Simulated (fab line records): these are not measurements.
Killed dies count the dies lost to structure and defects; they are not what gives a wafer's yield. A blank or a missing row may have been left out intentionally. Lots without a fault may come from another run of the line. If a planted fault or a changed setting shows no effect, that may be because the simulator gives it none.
fab line records	flow nand-harc
[record] lots = 6	wafers = 18	last-day = 32
route steps=1302 shown A_WL_FILL@959 A_CONTACT@983 END@1302
lots untouched by any fault: they come from a run of this same line in which no faults occurred
start-h: hours from the record's opening day to when the first of the lot's shown wafers began	wait-h: hours from the lot's prior step to this one	" as in the row above	L1.1+2: a row that stands for several wafers	- value missing, or start not given	* or withheld: withheld	< > ~ a bound
route shown NAME@n: NAME is a module with steps in the file, n the number in the route of the first one	usual: the fault-free wafers' mean and standard deviation	same: alike in all rows	chamber/n: place in a boat	sites: each site's reading	_std_site: their standard deviation	_edge_site: inner sites' mean taken away from outer sites' mean	radius-mm: how far each site lies from the wafer's centre	mask NAME#n: copy n	behind: the tool/chamber that last shaped the wafer	hold: why the lot was held/for how many hours/how that ended	device: transistor that didn't switch, given as n, p or np	end of line: tests of these same wafers at the route's end	a step with no rows: only its recipe	killed: dies lost to structure and defects at the first sort, not the wafer's yield	map: a wafer's dies, x killed, . not, _ none there
set.NAME: the setting that was run; set.NAME@STEP: the one run at that earlier step	model.NAME: the simulator's own value behind a step, which no gauge read
a table for each step, a row for each wafer; lots at some steps of the route
services: the hour from which a tool's chamber was out of use, counted from the record's first day as start-h (under 0 if before that day), plus the number of hours and why
[[steps]]
[step NHARC_A_WL_FILL_STRIP_27]
[recipe] power-w = 1500	temp-c = 250	time-s = 20	chemistry = N2/H2
[usual] drypump-motor-current-A = 5.9/0.43	heater-power-w = 308/17
lot.wafer	tool	chamber	start-h	wait-h	drypump-motor-current-A	heater-power-w	rf-hours-counter-h
L386.1	plasma-asher-02	1	528.66	0.1	6.5	337	23
L386.3	"	0	"	"	6.0	291	-
L386.5	"	1	"	"	6.6	323	-
L393.1	plasma-asher-01	1	601.53	0.1	5.6	296	15
L393.4	"	1	"	"	5.6	299	-
L393.5	"	1	"	"	5.6	301	-
L394.1	plasma-asher-01	1	612.17	0.1	5.5	310	18
L394.2	"	0	"	"	5.4	325	18
L394.5	"	1	"	"	5.5	305	-
L397.2	plasma-asher-01	1	636.91	0.2	5.5	293	23
L397.3	"	0	"	"	5.4	320	-
L397.5	"	1	"	"	5.6	301	-
L398.1	plasma-asher-02	1	644.36	0.1	6.5	337	8
L398.2	"	0	"	"	6.0	285	8
L398.6	"	1	"	"	6.5	341	-
L402.2	plasma-asher-01	1	679.37	0.1	5.5	297	32
L402.3	"	1	"	"	5.6	297	-
L402.6	"	0	"	"	5.4	328	-
[step NHARC_A_WL_FILL_STRIP_28]
[recipe] time-s = 1200	temp-c = 72.5	chemistry = post-etch-residue-remover
[step NHARC_A_WL_FILL_PRECLEAN_06]
[recipe] time-s = 300	chemistry = DIW
[step NHARC_A_WL_FILL_SRD_07]
[step NHARC_A_WL_FILL_ANNEAL_08]
[recipe] temp-c = 450	time-s = 1800
[step NHARC_A_WL_FILL_ALD_10]
[recipe] target-thk-a = 500	pulse-time-s = 10	ald-cycles = 500	temp-c = 300	material = SiO2
[step NHARC_A_WL_FILL_ETCHBACK_16]
[recipe] target-depth-a = 1200	time-s = 24	c4f8-flow-sccm = withheld	o2-flow-sccm = 8	ar-flow-sccm = withheld	rf-w = 600	bias-w = 800	chemistry = C4F8/O2/Ar
[step NHARC_A_WL_FILL_STRIP_29]
[recipe] time-s = 20	o2-flow-sccm = 500	ar-flow-sccm = 0	bias-w = 0	chemistry = O2
[step NHARC_A_WL_FILL_ETCHBACK_17]
[recipe] target-depth-a = 40	time-s = 26.7	chemistry = Cl2/BCl3
[usual] drypump-motor-current-A = 5.9/0.3	oes-product-au = 0.998/0.009
lot.wafer	tool	chamber	start-h	wait-h	drypump-motor-current-A	oes-product-au	rf-hours-counter-h
L386.1	rie-metal-02	0	538.87	-	5.6	0.989	1.0
L386.3	"	1	"	"	6.6	0.991	-
L386.5	"	0	"	"	5.6	0.995	-
L393.1	rie-metal-03	1	611.50	-	6.1	1.003	1.3
L393.4	"	0	"	"	5.7	1.003	-
L393.5	"	0	"	"	5.7	0.999	-
L394.1	rie-metal-01	1	622.07	-	5.8	0.984	0.4
L394.2	"	0	"	"	5.8	0.988	0.4
L394.5	"	1	"	"	5.8	0.978	-
L397.2	rie-metal-01	0	646.50	-	5.8	1.008	1.1
L397.3	"	0	"	"	5.8	1.014	-
L397.5	"	1	"	"	5.8	0.995	-
L398.2	rie-metal-02	1	654.57	-	6.5	0.995	0
L398.1	"	0	"	"	5.6	1.001	0.6
L398.6	"	0	"	"	5.6	1.004	-
L402.2	rie-metal-01	0	691.91	-	5.8	1.000	1.5
L402.3	"	0	"	"	5.8	1.001	-
L402.6	"	0	"	"	5.8	1.011	-
[step NHARC_A_WL_FILL_PRECLEAN_18]
[recipe] time-s = 30	chemistry = dHF
[step NHARC_A_WL_FILL_SRD_21]
[step NHARC_A_WL_FILL_CVD_23]
[recipe] target-thk-a = 400	temp-c = 620	pressure-mtorr = 200	time-s = 800	material = poly-Si
lot.wafer	tool	chamber	start-h	wait-h
L386.1+3+5	lpcvd-poly-01	0	541.41	2.3
L393.1+4+5	lpcvd-poly-04	0	614.18	2.5
L394.1+2+5	lpcvd-poly-04	0	624.73	2.4
L397.2+3+5	lpcvd-poly-01	0	649.06	2.3
L398.1+2+6	lpcvd-poly-02	0	657.20	2.4
L402.2+3+6	lpcvd-poly-04	0	694.50	2.4
[step NHARC_A_WL_FILL_ETCHBACK_26]
[recipe] target-depth-a = 520	time-s = 13.3	hbr-flow-sccm = 150	rf-w = 350	icp-w = 350	bias-w = 60	chemistry = HBr
[step NHARC_A_WL_FILL_PRECLEAN_30]
[recipe] time-s = 10	chemistry = dHF
[step NHARC_A_WL_FILL_SRD_14]
[step NHARC_A_WL_FILL_ALD_19]
[recipe] target-thk-a = 20	pulse-time-s = 3	ald-cycles = 100	temp-c = 450	material = TiN
[usual] heater-power-w = 1045/110	precursor-pulse-height-rel = 0.996/0.021	susceptor-temp-C = 450.03/0.23
lot.wafer	tool	chamber	start-h	wait-h	heater-power-w	precursor-pulse-height-rel	susceptor-temp-C
L386.1	ald-metal-04	3	544.32	0.1	1021	1.041	449.43
L386.3	"	0	"	"	911	1.011	450.13
L386.5	"	3	"	"	1022	1.013	449.83
L393.1	ald-metal-04	1	617.04	0.1	1162	1.004	449.96
L393.4	"	3	"	"	1027	1.000	450.08
L393.5	"	1	"	"	1169	1.030	449.55
L394.2	ald-metal-01	2	627.60	0.1	1018	0.976	450.33
L394.1	"	3	"	"	1032	1.026	450.15
L394.5	"	2	"	"	1030	0.995	450.21
L397.2	ald-metal-02	2	651.93	0.1	896	0.992	450.07
L397.3	"	0	"	"	1136	0.967	449.68
L397.5	"	2	"	"	917	1.002	449.89
L398.2	ald-metal-02	0	660.08	0.1	1115	0.978	450.09
L398.1	"	2	"	"	933	0.984	449.90
L398.6	"	0	"	"	1160	0.980	450.48
L402.3	ald-metal-04	0	697.37	0.1	918	1.028	450.03
L402.2	"	1	"	"	1228	1.010	450.15
L402.6	"	2	"	"	1224	0.970	450.27
[step NHARC_A_WL_FILL_CVD_20]
[recipe] target-thk-a = 1000	temp-c = 400	pressure-torr = 40	wf6-flow-sccm = 40	h2-flow-sccm = 1600	ar-flow-sccm = 1560	time-s = 74	material = W
[usual] heater-power-w = 804/74	susceptor-temp-C = 400.07/0.21	throttle-valve-pct = 7.7/0.3
lot.wafer	tool	chamber	start-h	wait-h	heater-power-w	susceptor-temp-C	throttle-valve-pct
L386.1	cvd-w-01	0	-	-	885	-	7.3
L386.3	"	0	"	"	860	-	7.5
L386.5	"	0	"	"	840	-	7.4
L393.1	cvd-w-02	0	-	-	871	-	7.5
L393.4	"	0	"	"	889	-	7.5
L393.5	"	1	"	"	724	-	7.9
L394.2	cvd-w-01	0	-	-	891	400.04	7.3
L394.1	"	1	"	"	761	399.93	7.7
L394.5	"	0	"	"	858	400.28	7.4
L397.2	cvd-w-02	0	-	-	901	-	7.7
L397.3	"	1	"	"	716	-	7.8
L397.5	"	0	"	"	928	-	7.8
L398.1	cvd-w-01	0	-	-	857	399.86	7.4
L398.2	"	0	"	"	869	400.02	7.4
L398.6	"	0	"	"	878	399.84	7.3
L402.2	cvd-w-01	1	-	-	743	399.86	8.2
L402.3	"	1	"	"	768	399.88	8.1
L402.6	"	0	"	"	881	399.92	7.1
[step NHARC_A_WL_FILL_CMP_12]
[recipe] t-overpolish-s = 30	target-thk-nm = 100
[step NHARC_A_WL_FILL_SRD_31]
[step NHARC_A_CONTACT_DEP_24]
[recipe] target-thk-a = 5000	temp-c = 400	pressure-torr = 6.5	rf-w = 900	teos-flow-sccm = 161.4	flow-sccm = 2650	target-thk-nm = 500	gas = O2	material = SiO2
[step NHARC_A_CONTACT_DEP_28]
[recipe] target-thk-a = 70000	temp-c = 400	material = aC
[step NHARC_A_CONTACT_DEP_29]
[recipe] target-thk-a = 1000	target-thk-nm = 100	temp-c = 400	pressure-torr = 3.5	flow-sccm = 200	rf-w = 350	material = SiON
[step NHARC_A_CONTACT_DEHYDRATE_32]
[recipe] temp-c = 150	time-s = 120
[step NHARC_A_CONTACT_HMDS_33]
[recipe] time-s = 30
[step NHARC_A_CONTACT_COAT_34]
[recipe] temp-c = 260	time-s = 75
[step NHARC_A_CONTACT_COAT_35]
[recipe] temp-c = 225	time-s = 65
[step NHARC_A_CONTACT_COAT_36]
[recipe] spin-rpm = 1500	resist-thk-nm = 90
[step NHARC_A_CONTACT_SOFTBAKE_37]
[recipe] temp-c = 105	time-s = 55
[step NHARC_A_CONTACT_EBR_38]
[step NHARC_A_CONTACT_EXPOSE_39]
[recipe] na = 1.35	sigma-outer = 0.8	dose-mj = 58.79	mask-id = A_CC_3
[step NHARC_A_CONTACT_PEB_40]
[recipe] peb-temp-c = 100	peb-time-s = 65
[step NHARC_A_CONTACT_DEVELOP_41]
[recipe] develop-time-s = 35	dev-temp-c = 23
[step NHARC_A_CONTACT_CD_MEAS_42]
[recipe] target-cd-nm = 300	landing-energy-ev = 500
[usual] cd-nm = 300.0/0.44
lot.wafer	tool	chamber	start-h	wait-h	cd-nm
L386.1	cd-sem-03	0	550.72	-	300.3
L386.3	"	0	"	"	300.1
L386.5	"	0	"	"	299.9
L393.1	cd-sem-03	0	626.65	-	299.7
L393.4	"	0	"	"	299.9
L393.5	"	0	"	"	299.7
L394.1	cd-sem-01	0	634.18	-	299.7
L394.2	"	0	"	"	299.8
L394.5	"	0	"	"	300.1
L397.2	cd-sem-01	0	658.47	-	300.1
L397.3	"	0	"	"	299.7
L397.5	"	0	"	"	299.1
L398.1	cd-sem-01	0	668.70	-	299.8
L398.2	"	0	"	"	301.1
L398.6	"	0	"	"	300.1
L402.2	cd-sem-01	0	703.75	-	299.7
L402.3	"	0	"	"	300.2
L402.6	"	0	"	"	300.1
[step NHARC_A_CONTACT_OVL_MEAS_43]
[usual] overlay-x-nm = -0.1/0.96	overlay-y-nm = 0.0/0.82
lot.wafer	tool	chamber	start-h	wait-h	overlay-x-nm	overlay-y-nm
L386.1	overlay-02	-	550.81	-	0.0	1.2
L386.3	"	-	"	"	0.2	1.4
L386.5	"	-	"	"	0.2	1.1
L393.1	overlay-01	-	626.74	-	1.0	0.8
L393.4	"	-	"	"	0.3	-0.2
L393.5	"	-	"	"	1.1	0.2
L394.1	overlay-02	-	634.27	-	-0.1	-0.5
L394.2	"	-	"	"	-0.9	-0.3
L394.5	"	-	"	"	-0.6	-0.6
L397.2	overlay-01	-	658.56	-	-2.2	0.0
L397.3	"	-	"	"	-1.8	-0.1
L397.5	"	-	"	"	-1.7	-0.2
L398.1	overlay-02	-	668.79	-	-0.9	0.2
L398.2	"	-	"	"	-0.7	0.3
L398.6	"	-	"	"	-0.7	-0.6
L402.2	overlay-01	-	703.84	-	0.9	-0.7
L402.3	"	-	"	"	0.8	-0.6
L402.6	"	-	"	"	1.0	-0.5
[step NHARC_A_CONTACT_DESCUM_47]
[recipe] time-s = 3	o2-flow-sccm = 200	ar-flow-sccm = 0	bias-power-w = 0	chemistry = O2
[usual] drypump-motor-current-A = 5.8/0.45	oes-product-au = 0.998/0.0094	rf-vpp-V = 57.7/1	showerhead-plenum-p-Torr = 1.92/0.09	throttle-valve-pct = 11.312/0.0085
lot.wafer	tool	chamber	start-h	wait-h	drypump-motor-current-A	oes-product-au	rf-hours-counter-h	rf-vpp-V	showerhead-plenum-p-Torr	throttle-valve-pct
L386.1	rie-diel-02	1	550.91	0.1	5.1	1.003	48	58.3	1.90	11.321
L386.3	"	2	"	"	5.5	0.985	48	56.6	1.91	11.318
L386.5	"	1	"	"	5.1	1.008	-	57.0	1.90	11.304
L393.4	rie-diel-08	3	626.84	0.1	5.8	0.989	10	56.6	1.79	11.308
L393.1	"	1	"	"	5.9	0.995	10	56.5	1.87	11.311
L393.5	"	3	"	"	5.8	0.991	-	58.9	1.79	11.309
L394.1	rie-diel-08	3	634.37	0.1	5.8	0.989	11	55.8	1.79	11.329
L394.2	"	2	"	"	5.3	0.987	11	57.5	1.90	11.304
L394.5	"	0	"	"	6.4	1.001	-	61.1	2.06	11.313
L397.3	rie-diel-08	1	658.65	0.1	5.9	1.003	17	57.7	1.86	11.304
L397.2	"	2	"	"	5.3	0.985	16	56.1	1.90	11.310
L397.5	"	1	"	"	5.9	1.013	-	56.6	1.86	11.311
L398.2	rie-diel-08	2	668.89	0.1	5.3	0.990	18	56.0	1.90	11.304
L398.1	"	3	"	"	5.8	1.009	18	56.6	1.79	11.302
L398.6	"	2	"	"	5.3	0.986	-	56.1	1.90	11.312
L402.3	rie-diel-02	1	703.95	0.1	5.1	0.987	40	57.4	1.88	11.305
L402.2	"	2	"	"	5.5	0.989	40	58.2	1.89	11.306
L402.6	"	3	"	"	5.6	1.000	-	57.5	1.95	11.325
[step NHARC_END_SORT_01]
[recipe] temp-c = 25
[usual] killed-at-array = 56/19	killed-at-other = 1.0/1.3	killed-at-periphery = 3.8/2.2	killed-dies = 61/19	killed-open = 3.1/1.9	killed-short = 2.3/1.5
[same] gross-dies = 677
lot.wafer	tool	chamber	start-h	wait-h	killed-at-array	killed-at-other	killed-at-periphery	killed-dies	killed-open	killed-short
L393.1	prober-02	0	700.63	2.5	176	2	9	187	4	2
L393.4	prober-02	0	703.02	3.4	165	2	6	173	4	1
L393.5	prober-02	0	703.82	3.7	166	2	3	171	4	3
L394.1	prober-01	0	704.31	2.5	148	0	2	150	1	1
L394.2	prober-01	0	705.11	2.8	142	0	1	143	0	1
L394.5	prober-01	0	707.52	3.7	152	2	2	156	2	3
// killed by level:class
L393.1 A_WL_FILL:unspecified=99 A_SLIT:chamber-film-flake=35 A_CHANNEL_HOLE_D1:chamber-film-flake=29 P_M1:chamber-film-flake=6 A_CONTACT:chamber-film-flake=5 A_ONON_D2:geometric-particle:open=2 A_WL_FILL:geometric-particle:short=2 P_STI:chamber-film-flake=2
L393.4 A_WL_FILL:unspecified=90 A_CHANNEL_HOLE_D1:chamber-film-flake=33 A_SLIT:chamber-film-flake=33 A_ONON_D1:geometric-particle:open=2 P_ZERO_WELL:chamber-film-flake=2 A_ZERO_WELL:chamber-film-flake=2 THIN_TSV:chamber-film-flake=2 A_STAIRCASE:chamber-film-flake=2
L393.5 A_WL_FILL:unspecified=97 A_SLIT:chamber-film-flake=30 A_CHANNEL_HOLE_D1:chamber-film-flake=28 A_CONTACT:chamber-film-flake=3 A_CHANNEL_FILL_D1:geometric-particle:open=2 P_M1:chamber-film-flake=2 THIN_TSV:chamber-film-flake=2 P_STI:geometric-particle:open=1
L394.1 A_WL_FILL:unspecified=99 A_CHANNEL_HOLE_D1:chamber-film-flake=31 A_CONTACT:chamber-film-flake=6 A_STAIRCASE:chamber-film-flake=3 P_GATE:chamber-film-flake=2 A_SLIT:chamber-film-flake=2 A_WL_FILL:chamber-film-flake=2 A_BONDPAD:chamber-film-flake=2
L394.2 A_WL_FILL:unspecified=93 A_CHANNEL_HOLE_D1:chamber-film-flake=31 A_SLIT:chamber-film-flake=7 A_CONTACT:chamber-film-flake=4 A_STAIRCASE:chamber-film-flake=3 A_BONDPAD:chamber-film-flake=2 A_SOURCE_PLATE:geometric-particle:short=1 P_CONTACT:chamber-film-flake=1
L394.5 A_WL_FILL:unspecified=101 A_CHANNEL_HOLE_D1:chamber-film-flake=29 A_CONTACT:chamber-film-flake=9 A_DECK1_JOINT:geometric-particle:open=2 A_STAIRCASE:chamber-film-flake=2 A_SLIT:chamber-film-flake=2 A_BONDPAD:chamber-film-flake=2 THIN_TSV:chamber-film-flake=2
// map L393.1 (x killed, . not)
____________x____________
_________.xxxx.._________
_______..xxxx..x.._______
______..xxxxxxx....______
_____....xx.xx.x...._____
____.....xxxx........____
____....xxx..x.......____
___x.x..x..x.x........___
___......xx...........___
__.....................__
__........x............__
_.............x........._
_...xx.................._
_.......x..............._
_..x...................._
_...x.xx......x........._
....x.x..x.....xx...x....
....xxxx.......x.........
.xxxxxxxx...x.xxx........
.xxxxxxxxx....xxxxxx.....
..xxxxxxxx..xx.xxxxxx....
_xxxxxxxxx...x..xxxx...._
_xxxxxxxxx......xxx..x.._
_.xxxxxxxx....xx.x......_
_xxxxxxxxx....x......x.._
_xxxxxxxxx..xx.....x...._
__xxxxxx.....x.......x.__
__.xxxxxx.x.x..........__
___.xxxx.x............___
___...x...............___
____xx...............____
____.................____
_____........x......_____
______.............______
_______..........._______
_________......._________
____________.____________
// map L394.5 (x killed, . not)
____________.____________
_________.....x._________
_______..........._______
______............x______
_____..............._____
____.....x...........____
____.x.x.............____
___...................___
___...................___
__.x...................__
__....................x__
_.x....................x_
_......x....x.x....x..x._
_...........x..........x_
_..........x........xxxx_
_....x.x....x.....x.xx.x_
...xx.xxx......x...x.xxxx
...xxxxxx..........xxxxx.
..xxxxxxx...x..x....xx.x.
.xxxxxxxxx............x..
.x.xxxxxxx...........x.x.
_xxxxxxxxx.....x..x.xx.._
_xxxxxxxxx...........x.._
_xxxxxxxxx...x........x._
_xxxxxxxxx.............._
_xxxxxxxx............x.._
__.xxxxxx..............__
__.xxxxxx..............__
___xxxxx..x...........___
___.xx................___
____...x.............____
____.................____
_____..............._____
______.............______
_______..........._______
_________.x....._________
____________.____________
[[services]]
tool	chamber	start-h	hours	kind
rie-metal-02	0	508.12	5.7	repair
plasma-asher-01	-	519.00	9.0	pm
ald-metal-02	2	519.94	4.1	repair
rie-metal-01	-	528.47	0.2	repair
cvd-w-01	1	535.56	2.7	repair
cvd-w-02	0	536.92	12.9	repair
rie-diel-08	-	545.53	9.0	pm
cvd-w-01	-	547.08	13.0	pm
lpcvd-poly-01	-	567.01	26.0	pm
rie-diel-02	-	574.52	9.0	pm
ald-metal-04	0	574.69	8.1	repair
rie-metal-01	-	575.00	9.0	pm
cvd-w-01	0	633.03	17.1	repair
ald-metal-04	0	643.82	5.0	repair
rie-diel-08	0	646.93	37.9	repair
cvd-w-01	1	651.74	13.6	repair
plasma-asher-01	-	654.31	7.9	repair
ald-metal-04	0	654.56	2.7	repair
rie-metal-01	1	654.86	1.7	repair
rie-diel-08	1	666.00	16.1	repair
cvd-w-01	-	679.20	1.2	repair
rie-metal-01	-	682.14	0.4	repair
plasma-asher-01	-	696.00	9.0	pm
rie-metal-01	-	702.50	0.3	repair
[[key]]
[first-sign] step = NHARC_END_SORT_01	reading = killed-at-array	direction = up	sigmas = 5.4	usual = 56	struck = 158
[effect] step = NHARC_END_SORT_01	reading = killed-dies	direction = up	sigmas = 5.4	usual = 61	struck = 163
[more-kills-born-at] NHARC_A_WL_FILL_CVD_23@lpcvd-poly-04 = 579
met-at NHARC_A_WL_FILL_CVD_23
struck-wafers L393.1,L393.4,L393.5,L394.1,L394.2,L394.5
tester-left-out L393,L394
[fault] kind = chamber-particle-source	tool = lpcvd-poly-04	chamber = -	onset-h = 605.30	steps = NHARC_A_WL_FILL_CVD_23	rate-per-visit-cm2 = 1.4417	end-h = 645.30
// tester-left-out: of these lots the tester's yield and bins aren't shown, on N5 and GAA mostly nor the transistor test; their killed dies are dies lost to structure and defects alone, not to doping, threshold or leakage, so they don't give the yield
